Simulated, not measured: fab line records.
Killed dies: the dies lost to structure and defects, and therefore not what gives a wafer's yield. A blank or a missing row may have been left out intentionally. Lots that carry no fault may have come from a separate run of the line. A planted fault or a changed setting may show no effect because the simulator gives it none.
fab line records || flow n5Finfet
record: {"lots": 4, "wafers": 12, "lastDay": 16}
route steps=1938 shown WELL_APT@50 PMOS_HMC_CHANNEL_EPI@57 BEOL_M4@1111 PASSIVATION@1936
lots that met no fault: taken from a fault-free run of the same line
startH: hours from the record's opening day to when the first of the lot's shown wafers began || waitH: hours since the lot's step before || " repeats the value in the row above || L1.1+2: a single row standing in for several wafers || - no value, or no start was given || * or withheld: withheld || < > ~ a bound
route shown NAME@n: names a module that has steps shown in the file, with the first one's number in the route || usual: mean and standard deviation over wafers with no fault || same: alike in all rows || chamber/n: place in a boat || sites: each site's reading || _std_site: their standard deviation || _edge_site: outer sites' mean less inner sites' || radiusMm: how far each site lies from the wafer's centre || mask NAME#n: copy n || behind: the last tool/chamber to shape the wafer || hold: cause of the lot's hold/its duration in hours/its outcome || device: names the non-switching transistor (n, p or np) || end of line: tests of these same wafers at the route's end || where a step has no rows: the recipe by itself || killed: dies lost to structure and defects at the first sort, not the wafer's yield || map: dies across one wafer; x = killed, . = not, _ = none there
set.NAME: the run value of the setting; set.NAME@STEP: its run value at that earlier step || model.NAME: the simulator's own value behind a step, which no gauge read
a table for each step, a row for each wafer; lots at some steps of the route
services: from which hour (startH, from the record's first day; less than 0 if before it) a tool's chamber was out of use, for how many hours, and why
== steps ==
step: N5_WELL_APT_RTA_34
recipe: {"tempC": 1000, "timeS": 10, "ambient": "N2", "idleTempC": 600, "rampUpCPerS": 150, "rampDownCPerS": 60, "coolToC": 600}
step: N5_WELL_APT_OXIDE_STRIP_42
recipe: {"chemistry": "dHF", "dilution": "25:1", "timeS": 45, "tempC": 25, "target": "SiO2", "targetDepthA": 120}
step: N5_WELL_APT_PRECLEAN_36
recipe: {"chemistry": "O3/DIW", "timeS": 45, "tempC": 22, "o3Ppm": 10}
step: N5_WELL_APT_PRECLEAN_39
recipe: {"chemistry": "dHF", "timeS": 60, "dilution": "150:1", "tempC": 25}
step: N5_WELL_APT_SRD_37
recipe: {"dry": "ipaMarangoni", "doPpb": 5, "timeS": 30, "tempC": 23, "rinseLiquid": "diw"}
step: N5_WELL_APT_EPI_41
recipe: {"material": "Si", "targetThkA": 500, "tempC": 650, "precursor": "SiH4/H2", "pressureTorr": 20, "timeS": 297.7}
step: N5_PMOS_HMC_CHANNEL_EPI_HM_DEP_34
recipe: {"material": "SiO2", "targetThkA": 360, "tempC": 400, "precursor": "TEOS/O2", "pressureTorr": 6.5, "rfW": 900, "teosFlowSccm": 161.4, "gas": "O2", "flowSccm": 2650, "timeS": 6.9}
step: N5_PMOS_HMC_CHANNEL_EPI_COAT_31
recipe: {"resist": "BARC", "tempC": 205, "timeS": 60, "spinRpm": 1500, "resistThkNm": 66}
step: N5_PMOS_HMC_CHANNEL_EPI_COAT_03
recipe: {"resist": "CAR-ArF-block", "spinRpm": 1500, "resistThkNm": 205}
step: N5_PMOS_HMC_CHANNEL_EPI_EBR_05
recipe: {"solvent": "PGMEA", "ebrWidthMm": 1.5}
step: N5_PMOS_HMC_CHANNEL_EPI_SOFTBAKE_04
recipe: {"tempC": 110, "timeS": 60, "resist": "CAR-ArF-block"}
step: N5_PMOS_HMC_CHANNEL_EPI_EXPOSE_06
recipe: {"maskId": "PMOS_HMC_BLK", "na": 1.35, "sourceShape": "conventional", "sigmaOuter": 0.8, "polarization": "unpolarized", "targetCdNm": 240, "doseMj": 41}
usual: {"exposureDoseMJCm2": "40.97/0.038"}
{"lot.wafer": "L642.1", "tool": "arfiScanner-02", "chamber": 0, "startH": 24.46, "waitH": "-", "mask": "PMOS_HMC_BLK#0", "exposureDoseMJCm2": 40.93}
{"lot.wafer": "L642.2", "tool": "arfiScanner-02", "chamber": 0, "startH": 24.46, "waitH": "-", "mask": "PMOS_HMC_BLK#0", "exposureDoseMJCm2": 40.98}
{"lot.wafer": "L642.5", "tool": "arfiScanner-02", "chamber": 0, "startH": 24.46, "waitH": "-", "mask": "PMOS_HMC_BLK#0", "exposureDoseMJCm2": 40.97}
{"lot.wafer": "L655.2", "tool": "arfiScanner-02", "chamber": 0, "startH": 100.72, "waitH": "-", "mask": "PMOS_HMC_BLK#0", "exposureDoseMJCm2": 39.20}
{"lot.wafer": "L655.4", "tool": "arfiScanner-02", "chamber": 0, "startH": 100.72, "waitH": "-", "mask": "PMOS_HMC_BLK#0", "exposureDoseMJCm2": 39.20}
{"lot.wafer": "L655.5", "tool": "arfiScanner-02", "chamber": 0, "startH": 100.72, "waitH": "-", "mask": "PMOS_HMC_BLK#0", "exposureDoseMJCm2": 39.21}
{"lot.wafer": "L657.1", "tool": "arfiScanner-02", "chamber": 0, "startH": 113.27, "waitH": "-", "mask": "PMOS_HMC_BLK#0", "exposureDoseMJCm2": 39.57}
{"lot.wafer": "L657.2", "tool": "arfiScanner-02", "chamber": 0, "startH": 113.27, "waitH": "-", "mask": "PMOS_HMC_BLK#0", "exposureDoseMJCm2": 39.62}
{"lot.wafer": "L657.3", "tool": "arfiScanner-02", "chamber": 0, "startH": 113.27, "waitH": "-", "mask": "PMOS_HMC_BLK#0", "exposureDoseMJCm2": 39.59}
{"lot.wafer": "L661.1", "tool": "arfiScanner-01", "chamber": 0, "startH": 136.87, "waitH": "-", "mask": "PMOS_HMC_BLK#0", "exposureDoseMJCm2": 40.95}
{"lot.wafer": "L661.3", "tool": "arfiScanner-01", "chamber": 0, "startH": 136.87, "waitH": "-", "mask": "PMOS_HMC_BLK#0", "exposureDoseMJCm2": 40.93}
{"lot.wafer": "L661.5", "tool": "arfiScanner-01", "chamber": 0, "startH": 136.87, "waitH": "-", "mask": "PMOS_HMC_BLK#0", "exposureDoseMJCm2": 40.98}
step: N5_PMOS_HMC_CHANNEL_EPI_PEB_07
recipe: {"pebTempC": 110, "pebTimeS": 60, "resist": "CAR-ArF-block"}
step: N5_PMOS_HMC_CHANNEL_EPI_DEVELOP_08
recipe: {"developTimeS": 30, "developer": "TMAH", "resist": "CAR-ArF-block", "devTempC": 23, "rinseLiquid": "diw", "dry": "airSpin"}
step: N5_PMOS_HMC_CHANNEL_EPI_DESCUM_14
recipe: {"chemistry": "O2", "timeS": 7.9, "sourcePowerW": 50, "biasPowerW": 20, "pressureMtorr": 20, "rfFrequencyHz": 2.712e+07, "tempC": 40, "resist": "CAR-ArF-block", "o2FlowSccm": 225}
usual: {"drypumpMotorCurrentA": "5.5/0.44", "oesProductAu": "0.79/0.067", "rfVppV": "243.3/1.5", "showerheadPlenumPTorr": "2.10/0.087", "throttleValvePct": "20.30/0.19"}
{"lot.wafer": "L642.1", "tool": "rieDiel-06", "chamber": 1, "startH": 25.57, "waitH": 0.9, "drypumpMotorCurrentA": 4.7, "oesProductAu": 0.73, "rfHoursCounterH": 176, "rfVppV": 242.9, "showerheadPlenumPTorr": 2.09, "throttleValvePct": 20.41, "model.PMOS_HMC_CHANNEL_EPI.cdNm": 235.5}
{"lot.wafer": "L642.2", "tool": "rieDiel-06", "chamber": 2, "startH": 25.57, "waitH": 0.9, "drypumpMotorCurrentA": 5.4, "oesProductAu": 0.91, "rfHoursCounterH": 35, "rfVppV": 244.9, "showerheadPlenumPTorr": 2.25, "throttleValvePct": 20.35, "model.PMOS_HMC_CHANNEL_EPI.cdNm": 236.5}
{"lot.wafer": "L642.5", "tool": "rieDiel-06", "chamber": 3, "startH": 25.57, "waitH": 0.9, "drypumpMotorCurrentA": 5.9, "oesProductAu": 0.86, "rfHoursCounterH": "-", "rfVppV": 240.6, "showerheadPlenumPTorr": 1.94, "throttleValvePct": 19.99, "model.PMOS_HMC_CHANNEL_EPI.cdNm": 237.1}
{"lot.wafer": "L655.2", "tool": "rieDiel-06", "chamber": 1, "startH": 101.63, "waitH": 0.7, "drypumpMotorCurrentA": 4.7, "oesProductAu": 0.70, "rfHoursCounterH": 205, "rfVppV": 241.9, "showerheadPlenumPTorr": 2.08, "throttleValvePct": 20.45, "model.PMOS_HMC_CHANNEL_EPI.cdNm": 232.2}
{"lot.wafer": "L655.4", "tool": "rieDiel-06", "chamber": 2, "startH": 101.63, "waitH": 0.7, "drypumpMotorCurrentA": 5.4, "oesProductAu": 0.87, "rfHoursCounterH": 63, "rfVppV": 244.7, "showerheadPlenumPTorr": 2.24, "throttleValvePct": 20.38, "model.PMOS_HMC_CHANNEL_EPI.cdNm": 231.9}
{"lot.wafer": "L655.5", "tool": "rieDiel-06", "chamber": 2, "startH": 101.63, "waitH": 0.7, "drypumpMotorCurrentA": 5.4, "oesProductAu": 0.86, "rfHoursCounterH": "-", "rfVppV": 247.0, "showerheadPlenumPTorr": 2.24, "throttleValvePct": 20.40, "model.PMOS_HMC_CHANNEL_EPI.cdNm": 231.7}
{"lot.wafer": "L657.1", "tool": "rieDiel-06", "chamber": 1, "startH": 113.53, "waitH": 0.1, "drypumpMotorCurrentA": 4.7, "oesProductAu": 0.69, "rfHoursCounterH": 210, "rfVppV": 242.6, "showerheadPlenumPTorr": 2.07, "throttleValvePct": 20.48, "model.PMOS_HMC_CHANNEL_EPI.cdNm": 232.1}
{"lot.wafer": "L657.2", "tool": "rieDiel-06", "chamber": 3, "startH": 113.53, "waitH": 0.1, "drypumpMotorCurrentA": 5.9, "oesProductAu": 0.81, "rfHoursCounterH": 117, "rfVppV": 240.0, "showerheadPlenumPTorr": 1.93, "throttleValvePct": 20.05, "model.PMOS_HMC_CHANNEL_EPI.cdNm": 232.2}
{"lot.wafer": "L657.3", "tool": "rieDiel-06", "chamber": 2, "startH": 113.53, "waitH": 0.1, "drypumpMotorCurrentA": 5.4, "oesProductAu": 0.85, "rfHoursCounterH": 68, "rfVppV": 244.7, "showerheadPlenumPTorr": 2.24, "throttleValvePct": 20.40, "model.PMOS_HMC_CHANNEL_EPI.cdNm": 231.2}
{"lot.wafer": "L661.1", "tool": "rieDiel-05", "chamber": 1, "startH": 137.26, "waitH": 0.2, "drypumpMotorCurrentA": 5.8, "oesProductAu": 0.91, "rfHoursCounterH": 26, "rfVppV": 245.2, "showerheadPlenumPTorr": 2.15, "throttleValvePct": 20.55, "model.PMOS_HMC_CHANNEL_EPI.cdNm": 236.8}
{"lot.wafer": "L661.3", "tool": "rieDiel-05", "chamber": 3, "startH": 137.26, "waitH": 0.2, "drypumpMotorCurrentA": 5.2, "oesProductAu": 0.87, "rfHoursCounterH": 33, "rfVppV": 244.5, "showerheadPlenumPTorr": 2.14, "throttleValvePct": 20.35, "model.PMOS_HMC_CHANNEL_EPI.cdNm": 236.6}
{"lot.wafer": "L661.5", "tool": "rieDiel-05", "chamber": 0, "startH": 137.26, "waitH": 0.2, "drypumpMotorCurrentA": 6.0, "oesProductAu": 0.86, "rfHoursCounterH": "-", "rfVppV": 245.5, "showerheadPlenumPTorr": 2.12, "throttleValvePct": 20.26, "model.PMOS_HMC_CHANNEL_EPI.cdNm": 238.3}
step: N5_PMOS_HMC_CHANNEL_EPI_ETCH_32
recipe: {"chemistry": "N2/H2", "target": "BARC", "stopOn": "SiO2", "targetDepthA": 858, "overEtchFrac": 0.3, "timeS": 50.3, "ionEnergyEv": 200, "maskMaterial": "CAR-ArF-block", "pressureMtorr": 30, "sourceW": 840, "biasW": 150, "n2FlowSccm": 200, "h2FlowSccm": 200}
step: N5_PMOS_HMC_CHANNEL_EPI_HM_OPEN_15
recipe: {"chemistry": "CHF3/O2", "target": "SiO2", "maskMaterial": "CAR-ArF-block", "targetDepthA": 406, "CHF3_flow_sccm": 50, "O2_flow_sccm": 5, "Ar_flow_sccm": 200, "timeS": 20.3, "pressureMtorr": 30, "sourceW": 650, "biasW": 170, "ionEnergyEv": 200}
step: N5_PMOS_HMC_CHANNEL_EPI_STRIP_33
recipe: {"chemistry": "N2/H2", "powerW": 500, "tempC": 40, "pressureMtorr": 50, "rfFrequencyHz": 6e+07, "overashFraction": 0.3, "biasPowerW": 8, "h2Frac": 0.5, "n2FlowSccm": 300, "h2FlowSccm": 300}
step: N5_PMOS_HMC_CHANNEL_EPI_STRIP_17
recipe: {"chemistry": "SPM", "timeS": 750, "tempC": 130, "h2so4H2o2VolRatio": 4, "dry": "ipaMarangoni"}
step: N5_PMOS_HMC_CHANNEL_EPI_ETCH_38
recipe: {"chemistry": "CF4", "target": "SiO2", "targetDepthA": 15, "ionEnergyEv": 350, "pressureMtorr": 10, "icpW": 800, "biasW": 400, "cf4FlowSccm": 80}
step: N5_PMOS_HMC_CHANNEL_EPI_FIN_RECESS_16
recipe: {"chemistry": "HBr/Cl2", "target": "Si", "maskMaterial": "SiO2", "targetDepthA": 540, "timeS": 18, "pressureMtorr": 10, "icpW": 800, "biasW": 75, "HBr_flow_sccm": 150, "Cl2_flow_sccm": 80}
usual: {"drypumpMotorCurrentA": "5.7/0.53", "oesProductAu": "0.996/0.02", "throttleValvePct": "35.6/0.55"}
{"lot.wafer": "L642.1", "tool": "rieSi-03", "chamber": 0, "startH": 26.02, "waitH": 0.0, "drypumpMotorCurrentA": 5.9, "oesProductAu": 1.019, "rfHoursCounterH": 49, "throttleValvePct": 34.8, "model.PMOS_HMC_CHANNEL_EPI.cdNm": 238.4}
{"lot.wafer": "L642.2", "tool": "rieSi-03", "chamber": 3, "startH": 26.02, "waitH": 0.0, "drypumpMotorCurrentA": 5.0, "oesProductAu": 0.979, "rfHoursCounterH": 54, "throttleValvePct": 35.0, "model.PMOS_HMC_CHANNEL_EPI.cdNm": 239.8}
{"lot.wafer": "L642.5", "tool": "rieSi-03", "chamber": 0, "startH": 26.02, "waitH": 0.0, "drypumpMotorCurrentA": 6.0, "oesProductAu": 1.012, "rfHoursCounterH": "-", "throttleValvePct": 34.8, "model.PMOS_HMC_CHANNEL_EPI.cdNm": 240.2}
{"lot.wafer": "L655.2", "tool": "rieSi-03", "chamber": 3, "startH": 102.08, "waitH": 0.0, "drypumpMotorCurrentA": 5.0, "oesProductAu": 0.995, "rfHoursCounterH": 56, "throttleValvePct": 35.0, "model.PMOS_HMC_CHANNEL_EPI.cdNm": 235}
{"lot.wafer": "L655.4", "tool": "rieSi-03", "chamber": 1, "startH": 102.08, "waitH": 0.0, "drypumpMotorCurrentA": 5.6, "oesProductAu": 0.952, "rfHoursCounterH": 8, "throttleValvePct": 35.8, "model.PMOS_HMC_CHANNEL_EPI.cdNm": 235.8}
{"lot.wafer": "L655.5", "tool": "rieSi-03", "chamber": 0, "startH": 102.08, "waitH": 0.0, "drypumpMotorCurrentA": 5.9, "oesProductAu": 1.011, "rfHoursCounterH": "-", "throttleValvePct": 34.8, "model.PMOS_HMC_CHANNEL_EPI.cdNm": 236.1}
{"lot.wafer": "L657.1", "tool": "rieSi-03", "chamber": 2, "startH": 114.00, "waitH": 0.0, "drypumpMotorCurrentA": 6.5, "oesProductAu": 0.970, "rfHoursCounterH": 105, "throttleValvePct": 34.8, "model.PMOS_HMC_CHANNEL_EPI.cdNm": 235.4}
{"lot.wafer": "L657.2", "tool": "rieSi-03", "chamber": 1, "startH": 114.00, "waitH": 0.0, "drypumpMotorCurrentA": 5.6, "oesProductAu": 0.956, "rfHoursCounterH": 8, "throttleValvePct": 35.8, "model.PMOS_HMC_CHANNEL_EPI.cdNm": 235.4}
{"lot.wafer": "L657.3", "tool": "rieSi-03", "chamber": 0, "startH": 114.00, "waitH": 0.0, "drypumpMotorCurrentA": 5.9, "oesProductAu": 1.006, "rfHoursCounterH": 50, "throttleValvePct": 34.8, "model.PMOS_HMC_CHANNEL_EPI.cdNm": 235.4}
{"lot.wafer": "L661.1", "tool": "rieSi-06", "chamber": 1, "startH": 137.74, "waitH": 0.0, "drypumpMotorCurrentA": 5.9, "oesProductAu": 1.005, "rfHoursCounterH": 122, "throttleValvePct": 35.3, "model.PMOS_HMC_CHANNEL_EPI.cdNm": 240.3}
{"lot.wafer": "L661.3", "tool": "rieSi-06", "chamber": 2, "startH": 137.74, "waitH": 0.0, "drypumpMotorCurrentA": 6.1, "oesProductAu": 0.997, "rfHoursCounterH": 74, "throttleValvePct": 36.2, "model.PMOS_HMC_CHANNEL_EPI.cdNm": 237.7}
{"lot.wafer": "L661.5", "tool": "rieSi-06", "chamber": 1, "startH": 137.74, "waitH": 0.0, "drypumpMotorCurrentA": 5.9, "oesProductAu": 1.005, "rfHoursCounterH": "-", "throttleValvePct": 35.3, "model.PMOS_HMC_CHANNEL_EPI.cdNm": 241.5}
step: N5_PMOS_HMC_CHANNEL_EPI_PRECLEAN_36
recipe: {"chemistry": "O3/DIW", "timeS": 45, "tempC": 22, "o3Ppm": 10}
step: N5_BEOL_M4_RC_MEAS_101
usual: {"DIBL_N": "36.7/2.4", "DIBL_P": "37.4/2.9", "IOFF_N": "0.18/0.05", "IOFF_P": "0.23/0.058", "ION_N": "683/16", "ION_P": "467/11", "SS_N": "71.7/0.77", "SS_P": "73.5/0.87", "VT_N": "249/4.3", "VT_P": "-250/4.4"}
{"lot.wafer": "L642.1", "tool": "prober-02", "chamber": 0, "startH": 175.90, "waitH": 0.0, "DIBL_N[mV/V]": 35.7, "DIBL_P[mV/V]": 34.7, "IOFF_N[nA/um]": 0.15, "IOFF_P[nA/um]": 0.18, "ION_N[uA/um]": 672, "ION_P[uA/um]": 462, "SS_N[mV/dec]": 71.4, "SS_P[mV/dec]": 72.3, "VT_N[mV]": 250, "VT_P[mV]": -251}
{"lot.wafer": "L642.2", "tool": "prober-02", "chamber": 0, "startH": 175.90, "waitH": 0.0, "DIBL_N[mV/V]": 36.2, "DIBL_P[mV/V]": 37.0, "IOFF_N[nA/um]": 0.16, "IOFF_P[nA/um]": 0.21, "ION_N[uA/um]": 692, "ION_P[uA/um]": 474, "SS_N[mV/dec]": 71.0, "SS_P[mV/dec]": 73.2, "VT_N[mV]": 249, "VT_P[mV]": -250}
{"lot.wafer": "L642.5", "tool": "prober-02", "chamber": 0, "startH": 175.90, "waitH": 0.0, "DIBL_N[mV/V]": 30.8, "DIBL_P[mV/V]": 30.5, "IOFF_N[nA/um]": 0.09, "IOFF_P[nA/um]": 0.13, "ION_N[uA/um]": 675, "ION_P[uA/um]": 468, "SS_N[mV/dec]": 69.7, "SS_P[mV/dec]": 71.3, "VT_N[mV]": 257, "VT_P[mV]": -257}
{"lot.wafer": "L655.2", "tool": "prober-02", "chamber": 0, "startH": 251.57, "waitH": 0.2, "DIBL_N[mV/V]": 36.3, "DIBL_P[mV/V]": 35.6, "IOFF_N[nA/um]": 0.15, "IOFF_P[nA/um]": 0.19, "ION_N[uA/um]": 677, "ION_P[uA/um]": 462, "SS_N[mV/dec]": 71.0, "SS_P[mV/dec]": 72.3, "VT_N[mV]": 247, "VT_P[mV]": -252}
{"lot.wafer": "L655.4", "tool": "prober-02", "chamber": 0, "startH": 251.57, "waitH": 0.2, "DIBL_N[mV/V]": 33.9, "DIBL_P[mV/V]": 34.7, "IOFF_N[nA/um]": 0.14, "IOFF_P[nA/um]": 0.20, "ION_N[uA/um]": 696, "ION_P[uA/um]": 478, "SS_N[mV/dec]": 70.7, "SS_P[mV/dec]": 72.1, "VT_N[mV]": 247, "VT_P[mV]": -248}
{"lot.wafer": "L655.5", "tool": "prober-02", "chamber": 0, "startH": 251.57, "waitH": 0.2, "DIBL_N[mV/V]": 36.3, "DIBL_P[mV/V]": 36.5, "IOFF_N[nA/um]": 0.15, "IOFF_P[nA/um]": 0.21, "ION_N[uA/um]": 682, "ION_P[uA/um]": 472, "SS_N[mV/dec]": 70.6, "SS_P[mV/dec]": 73.5, "VT_N[mV]": 245, "VT_P[mV]": -246}
{"lot.wafer": "L657.1", "tool": "prober-01", "chamber": 0, "startH": 258.88, "waitH": 0.0, "DIBL_N[mV/V]": 39.3, "DIBL_P[mV/V]": 40.9, "IOFF_N[nA/um]": 0.21, "IOFF_P[nA/um]": 0.28, "ION_N[uA/um]": 704, "ION_P[uA/um]": 478, "SS_N[mV/dec]": 72.0, "SS_P[mV/dec]": 73.9, "VT_N[mV]": 249, "VT_P[mV]": -247}
{"lot.wafer": "L657.2", "tool": "prober-01", "chamber": 0, "startH": 258.88, "waitH": 0.0, "DIBL_N[mV/V]": 33.3, "DIBL_P[mV/V]": 34.3, "IOFF_N[nA/um]": 0.10, "IOFF_P[nA/um]": 0.17, "ION_N[uA/um]": 646, "ION_P[uA/um]": 453, "SS_N[mV/dec]": 70.5, "SS_P[mV/dec]": 72.6, "VT_N[mV]": 257, "VT_P[mV]": -253}
{"lot.wafer": "L657.3", "tool": "prober-01", "chamber": 0, "startH": 258.88, "waitH": 0.0, "DIBL_N[mV/V]": 39.0, "DIBL_P[mV/V]": 41.1, "IOFF_N[nA/um]": 0.20, "IOFF_P[nA/um]": 0.28, "ION_N[uA/um]": 682, "ION_P[uA/um]": 467, "SS_N[mV/dec]": 72.2, "SS_P[mV/dec]": 73.9, "VT_N[mV]": 247, "VT_P[mV]": -249}
{"lot.wafer": "L661.1", "tool": "prober-01", "chamber": 0, "startH": 285.46, "waitH": 0.0, "DIBL_N[mV/V]": 38.0, "DIBL_P[mV/V]": 41.1, "IOFF_N[nA/um]": 0.21, "IOFF_P[nA/um]": 0.24, "ION_N[uA/um]": 682, "ION_P[uA/um]": 455, "SS_N[mV/dec]": 71.3, "SS_P[mV/dec]": 74.4, "VT_N[mV]": 245, "VT_P[mV]": -250}
{"lot.wafer": "L661.3", "tool": "prober-01", "chamber": 0, "startH": 285.46, "waitH": 0.0, "DIBL_N[mV/V]": 33.9, "DIBL_P[mV/V]": 36.3, "IOFF_N[nA/um]": 0.13, "IOFF_P[nA/um]": 0.17, "ION_N[uA/um]": 661, "ION_P[uA/um]": 456, "SS_N[mV/dec]": 71.2, "SS_P[mV/dec]": 72.9, "VT_N[mV]": 253, "VT_P[mV]": -254}
{"lot.wafer": "L661.5", "tool": "prober-01", "chamber": 0, "startH": 285.46, "waitH": 0.0, "DIBL_N[mV/V]": 37.5, "DIBL_P[mV/V]": 40.8, "IOFF_N[nA/um]": 0.19, "IOFF_P[nA/um]": 0.23, "ION_N[uA/um]": 682, "ION_P[uA/um]": 463, "SS_N[mV/dec]": 71.8, "SS_P[mV/dec]": 74.5, "VT_N[mV]": 246, "VT_P[mV]": -252}
step: N5_PASSIVATION_PROBE_49
usual: {"defectLimitedYield": "91.4/1.6", "killed_at_M0_to_M3": "31/11", "killed_at_M4_up": "14/5.7", "killedAtContacts": "12/6", "killedAtFrontEnd": "41/13", "killedAtOther": "3.3/2.8", "killedDies": "101/19", "killedOpen": "67/14", "killedShort": "33/8.2", "sort_bin_5_function": "5.0/1.1", "sort_bin_6_memory": "3.3/0.74", "sort_bin_8_speed": "0.0/0.36", "sortNPass": "1078/20", "sortYieldPct": "91.3/1.7"}
same: {"grossDies": 1180, "killedAtBackSide": 0, "sort_bin_4_leakage[%]": 0}
{"lot.wafer": "L661.1", "tool": "prober-01", "chamber": "-", "startH": 392.01, "waitH": 0.0, "defectLimitedYield[%]": 90.5, "killed_at_M0_to_M3": 18, "killed_at_M4_up": 10, "killedAtContacts": 21, "killedAtFrontEnd": 56, "killedAtOther": 7, "killedDies": 112, "killedOpen": 70, "killedShort": 39, "sort_bin_5_function[%]": 5.0, "sort_bin_6_memory[%]": 3.9, "sort_bin_8_speed[%]": 0, "sortNPass": 1068, "sortYieldPct[%]": 90.5}
{"lot.wafer": "L661.3", "tool": "prober-01", "chamber": "-", "startH": 392.11, "waitH": 0.1, "defectLimitedYield[%]": 86.8, "killed_at_M0_to_M3": 40, "killed_at_M4_up": 13, "killedAtContacts": 16, "killedAtFrontEnd": 80, "killedAtOther": 7, "killedDies": 156, "killedOpen": 106, "killedShort": 41, "sort_bin_5_function[%]": 7.5, "sort_bin_6_memory[%]": 5.2, "sort_bin_8_speed[%]": 0, "sortNPass": 1024, "sortYieldPct[%]": 86.8}
{"lot.wafer": "L661.5", "tool": "prober-01", "chamber": "-", "startH": 392.21, "waitH": 0.2, "defectLimitedYield[%]": 89.6, "killed_at_M0_to_M3": 36, "killed_at_M4_up": 16, "killedAtContacts": 5, "killedAtFrontEnd": 62, "killedAtOther": 4, "killedDies": 123, "killedOpen": 78, "killedShort": 41, "sort_bin_5_function[%]": 5.5, "sort_bin_6_memory[%]": 4.2, "sort_bin_8_speed[%]": 0, "sortNPass": 1057, "sortYieldPct[%]": 89.6}
killed by level:class
L661.1 STI_FIN_REVEAL:geometricParticle:open=21 MOL_CONTACT_COAG:geometricParticle:open=13 MOL_CONTACT_COAG:geometricParticle:short=8 FIN_SAQP:geometricParticle:open=7 FIN_SAQP:geometricParticle:short=7 BEOL_M3:geometricParticle:open=6 DUMMY_GATE:geometricParticle:open=5 BEOL_M1:geometricParticle:short=4
L661.3 FIN_SAQP:geometricParticle:open=26 STI_FIN_REVEAL:geometricParticle:open=18 MOL_CONTACT_COAG:geometricParticle:open=15 FIN_SAQP:geometricParticle:short=9 BEOL_M2:geometricParticle:open=8 BEOL_M1:geometricParticle:open=7 BEOL_M0_SAQP:geometricParticle:short=7 BEOL_M3:geometricParticle:open=7
L661.5 STI_FIN_REVEAL:geometricParticle:open=18 FIN_SAQP:geometricParticle:short=10 BEOL_M3:geometricParticle:open=10 BEOL_M2:geometricParticle:open=9 FIN_SAQP:geometricParticle:open=7 GATE_CUT:geometricParticle:short=7 BEOL_M8:geometricParticle:open=5 STARTING-WAFER:geometricParticle:open=4
== services ==
{"tool": "rieDiel-06", "chamber": "-", "startH": 9.88, "hours": 15.6, "kind": "pm"}
{"tool": "arfiScanner-02", "chamber": "-", "startH": 12.37, "hours": 0.2, "kind": "repair"}
{"tool": "arfiScanner-01", "chamber": "-", "startH": 15.14, "hours": 0.8, "kind": "pm"}
{"tool": "arfiScanner-01", "chamber": "-", "startH": 18.15, "hours": 3.1, "kind": "pm"}
{"tool": "rieDiel-05", "chamber": "-", "startH": 24.05, "hours": 28.1, "kind": "pm"}
{"tool": "arfiScanner-02", "chamber": "-", "startH": 41.42, "hours": 1.3, "kind": "pm"}
{"tool": "rieSi-03", "chamber": 2, "startH": 48.12, "hours": 6.6, "kind": "repair"}
{"tool": "arfiScanner-01", "chamber": "-", "startH": 50.22, "hours": 2.2, "kind": "repair"}
{"tool": "rieDiel-05", "chamber": 0, "startH": 73.14, "hours": 6.9, "kind": "repair"}
{"tool": "arfiScanner-01", "chamber": "-", "startH": 75.80, "hours": 0.9, "kind": "repair"}
{"tool": "arfiScanner-02", "chamber": "-", "startH": 80.38, "hours": 4.9, "kind": "pm"}
{"tool": "arfiScanner-02", "chamber": 0, "startH": 89.21, "hours": "-", "kind": "calibration"}
{"tool": "rieSi-03", "chamber": 1, "startH": 96.87, "hours": 2.1, "kind": "repair"}
{"tool": "arfiScanner-01", "chamber": "-", "startH": 97.43, "hours": 17.3, "kind": "pm"}
{"tool": "rieSi-03", "chamber": 1, "startH": 103.80, "hours": 9.2, "kind": "repair"}
{"tool": "arfiScanner-02", "chamber": "-", "startH": 107.20, "hours": 1.0, "kind": "pm"}
{"tool": "rieDiel-06", "chamber": 0, "startH": 110.30, "hours": "-", "kind": "clean"}
{"tool": "rieDiel-06", "chamber": 0, "startH": 110.30, "hours": "-", "kind": "consumableReplace:focusRing"}
{"tool": "rieDiel-06", "chamber": 0, "startH": 110.30, "hours": 20.4, "kind": "scheduledDown"}
{"tool": "rieDiel-06", "chamber": 0, "startH": 110.30, "hours": 20.4, "kind": "ventCycle"}
{"tool": "arfiScanner-01", "chamber": "-", "startH": 114.76, "hours": 1.0, "kind": "pm"}
{"tool": "arfiScanner-01", "chamber": "-", "startH": 115.76, "hours": 1.3, "kind": "pm"}
{"tool": "arfiScanner-02", "chamber": "-", "startH": 120.69, "hours": 0.8, "kind": "pm"}
{"tool": "arfiScanner-01", "chamber": "-", "startH": 129.64, "hours": 1.0, "kind": "pm"}
== key ==
firstSign: {"step": "N5_PMOS_HMC_CHANNEL_EPI_EXPOSE_06", "reading": "exposureDoseMJCm2", "direction": "down", "sigmas": 41, "usual": 40.97, "struck": 39.40}
effect none on later readings
modelEffect: {"step": "N5_PMOS_HMC_CHANNEL_EPI_DESCUM_14", "value": "PMOS_HMC_CHANNEL_EPI.cdNm", "without": 234.9, "struck": 231.9}
modelEffect: {"step": "N5_PMOS_HMC_CHANNEL_EPI_FIN_RECESS_16", "value": "PMOS_HMC_CHANNEL_EPI.cdNm", "without": 238.5, "struck": 235.5}
metAt N5_PMOS_HMC_CHANNEL_EPI_EXPOSE_06
struckWafers L655.2,L655.4,L655.5,L657.1,L657.2,L657.3
loopTrim: {"step": "N5_PMOS_HMC_CHANNEL_EPI_EXPOSE_06", "setting": "dose", "lots": "L657"}
onsetBetween 24.46 100.72
fault: {"kind": "processParameterDrift", "tool": "arfiScanner-02", "chamber": "-", "onsetH": 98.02, "steps": "N5_PMOS_HMC_CHANNEL_EPI_EXPOSE_06", "channel": "doseMj", "offset": -1.7082, "shape": "step", "actsIn": "theseRecipesOnly", "stated": 41}
loopTrim: a control loop set the setting to another value than it would have without faults
